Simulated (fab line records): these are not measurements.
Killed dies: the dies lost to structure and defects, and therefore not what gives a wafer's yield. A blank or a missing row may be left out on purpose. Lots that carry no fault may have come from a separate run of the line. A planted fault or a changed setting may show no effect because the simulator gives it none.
Matching of chambers    flow n5_finfet    4 sister chambers for N5_BEOL_M12_ETCH_38 on rie_diel-04
The step etches SiCN in CF4/N2, target depth 68.7 nm, time 73.4 s. 8 wafers are shown with their chamber, then 7 later ones without.

== WAFERS PAIRED WITH THEIR CHAMBERS ==
wafer   chamber  showerhead_plenum_p_Torr (Torr)  throttle_valve_pct (%)
L080.1  3        2.12                             15.65
L083.1  2        2.33                             15.21
L083.5  3        2.11                             15.64
L084.2  2        2.32                             15.24
L084.4  1        2.14                             15.26
L084.5  0        2.34                             15.50
L086.1  0        2.34                             15.51
L086.4  1        2.14                             15.26

== WAFERS WITH NO CHAMBER GIVEN ==
wafer   showerhead_plenum_p_Torr (Torr)  throttle_valve_pct (%)
L086.5  2.11                             15.65
L088.1  2.11                             15.69
L088.3  2.14                             15.28
L088.6  2.11                             15.68
L094.2  2.34                             15.54
L094.4  2.32                             15.27
L094.6  2.10                             15.69

== EACH ONE'S CHAMBER ==
wafer   from the rows above  in truth
L086.5  3                    3
L088.1  3                    3
L088.3  1                    1
L088.6  3                    3
L094.2  0                    0
L094.4  2                    2
L094.6  3                    3
7 of 7 placed correctly. Left unplaced by these rows: 0. Number placed wrongly: 0.
How it was worked out, from the rows above alone: a wafer's distance from a chamber is the root of the sum, over the readings, of the square of ((its reading less the chamber's mean) divided by the reading's scatter). The wafer belongs to the nearest chamber; if the next one is less than 2 further off, it can't be placed. For every chamber, the mean is computed from those of its wafers that are shown. The scatter: the root of (the sum of the squares of (reading less its chamber's mean) over the shown wafers, divided by (wafers less chambers)).
